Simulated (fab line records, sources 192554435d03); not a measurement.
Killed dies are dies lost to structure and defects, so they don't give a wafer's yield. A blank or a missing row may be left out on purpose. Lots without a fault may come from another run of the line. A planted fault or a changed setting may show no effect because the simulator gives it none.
Split-lot experiment | flow n5_finfet | 7 lots, 21 wafers read, on a route of 1938 steps

THE SPLIT
At N5_BEOL_M0_SAQP_CUT_ETCH_46 (etches SOC in N2/H2, target depth 135 nm, overetch 27 nm, time 202.5 s), the setting time_s was moved away from the recipe's 202.5 s on 7 of the 21 wafers read, by -21.7% to +14.3%. The other wafers ran this setting at the recipe's value.

The reading is taken at the split's own step.

THE READING
BEOL_M0_SAQP.cd_nm (the simulator's own value, which no gauge read), in nm, at N5_BEOL_M0_SAQP_CUT_ETCH_46 (etches SOC in N2/H2, target depth 135 nm, overetch 27 nm, time 202.5 s). The file gives no usual value for it. The 14 wafers here that ran the recipe average 30.1 nm, standard deviation 0.16 nm.

wafer  | tool, chamber at the split | time_s as run, s | against the recipe | BEOL_M0_SAQP.cd_nm, nm | against lot-mates on the recipe
L075.3 | rie_diel-03, 3             | 202.5            | recipe             | 30                     | -
L075.5 | rie_diel-03, 2             | 202.5            | recipe             | 29.8                   | -
L075.6 | rie_diel-03, 3             | 202.5            | recipe             | 29.8                   | -
L085.1 | rie_diel-03, 0             | 202.5            | recipe             | 30                     | -
L085.5 | rie_diel-03, 3             | 202.5            | recipe             | 30.2                   | -
L085.6 | rie_diel-03, 0             | 202.5            | recipe             | 29.8                   | -
L088.2 | rie_diel-03, 3             | 158.6            | -21.7%             | 29.2                   | -0.9
L088.4 | rie_diel-03, 3             | 202.5            | recipe             | 30                     | -
L088.6 | rie_diel-03, 2             | 202.5            | recipe             | 30.2                   | -
L089.1 | rie_diel-02, 3,1           | 231.4            | +14.3%             | 30.8                   | +0.6
L089.6 | rie_diel-02, 3,1           | 231.4            | +14.3%             | 30.8                   | +0.6
L089.4 | rie_diel-02, 2             | 202.5            | recipe             | 30.2                   | -
L093.1 | rie_diel-02, 3             | 174              | -14.1%             | 29.6                   | -0.6
L093.3 | rie_diel-02, 2             | 174              | -14.1%             | 29.8                   | -0.4
L093.6 | rie_diel-02, 0             | 202.5            | recipe             | 30.2                   | -
L095.2 | rie_diel-06, 3             | 202.5            | recipe             | 30.2                   | -
L095.6 | rie_diel-06, 3             | 202.5            | recipe             | 30.2                   | -
L095.5 | rie_diel-06, 0             | 202.5            | recipe             | 30.2                   | -
L096.2 | rie_diel-02, 0             | 229.5            | +13.3%             | 30.8                   | +0.8
L096.3 | rie_diel-02, 3             | 229.5            | +13.3%             | 30.2                   | +0.2
L096.6 | rie_diel-02, 0             | 202.5            | recipe             | 30                     | -
Where a row lists several chambers, the file gives one row for several wafers and doesn't say which wafer went through which chamber.

THE FIT
A straight line over all 21 wafers: BEOL_M0_SAQP.cd_nm changes by +0.0377 nm for each +1% of time_s; r = +0.88; the points scatter about the line by 0.19 nm.
The same after taking each lot's own level away (the mean of its wafers on the recipe; 21 wafers): +0.0393 nm for each +1%; r = +0.94; scatter 0.13 nm.
On that fit, the largest move of time_s shifts the reading by 0.85 nm.
The lots' own levels span 29.87 to 30.20 nm, that is 2.1 times the standard deviation above.
So the lot-to-lot level changes the slope little: the two slopes agree.
Check: with one of the wafers moved furthest among these (-21.7%) left out of the fit, the line predicts -0.82 nm for it against its lot-mates. It came out at -0.9 nm against them.

OTHER SPLITS ON THESE WAFERS
These wafers also went through other splits before the reading. Each is held against what the fit with the lots' levels taken away leaves over:
other split on the same wafers       | wafers away from the commonest value | r with BEOL_M0_SAQP.cd_nm (lot level and that fit taken away)
N5_SD_EPI_N_COAT_32 spin_rpm         | 7                                    | +0.19
N5_SD_EPI_P_EPI_21 temp_c            | 4                                    | -0.49
N5_SDB_ETCH_25 time_s                | 3                                    | +0.35
N5_SDB_CUT_ETCH_26 bias_w            | as run: not given for these wafers   | -
N5_HKMG_FIN_ETCH_86 target_depth_a   | 6                                    | -0.13
N5_GATE_CUT_ETCH_56 icp_w            | 9                                    | -0.04
N5_MOL_CONTACT_COAG_ETCH_15 source_w | 12                                   | -0.12
N5_MOL_CONTACT_COAG_COAT_63 spin_rpm | 8                                    | +0.10
N5_MOL_CONTACT_COAG_COAT_64 temp_c   | 3                                    | -0.13
N5_BEOL_M0_SAQP_DESCUM_45 time_s     | 6                                    | +0.25

THE WHOLE CHAIN: every reading that the file lists as answering this split, in the file's order
step                        | what it does                                                           | reading                                                                               | change (the file's fit)                | r (the file's)
N5_BEOL_M0_SAQP_CUT_ETCH_46 | etches SOC in N2/H2, target depth 135 nm, overetch 27 nm, time 202.5 s | SiARC_of_BEOL_M0_SAQP_COAT_72.thk_nm (the simulator's own value, which no gauge read) | -0.107 nm for each +1% of the setting  | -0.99
N5_BEOL_M0_SAQP_CUT_ETCH_46 | etches SOC in N2/H2, target depth 135 nm, overetch 27 nm, time 202.5 s | BEOL_M0_SAQP.cd_nm (the simulator's own value, which no gauge read)                   | +0.0398 nm for each +1% of the setting | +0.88

THE FILE'S OWN FIT
BEOL_M0_SAQP.cd_nm changes by +0.0398 nm for each +1% of time_s, r = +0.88.
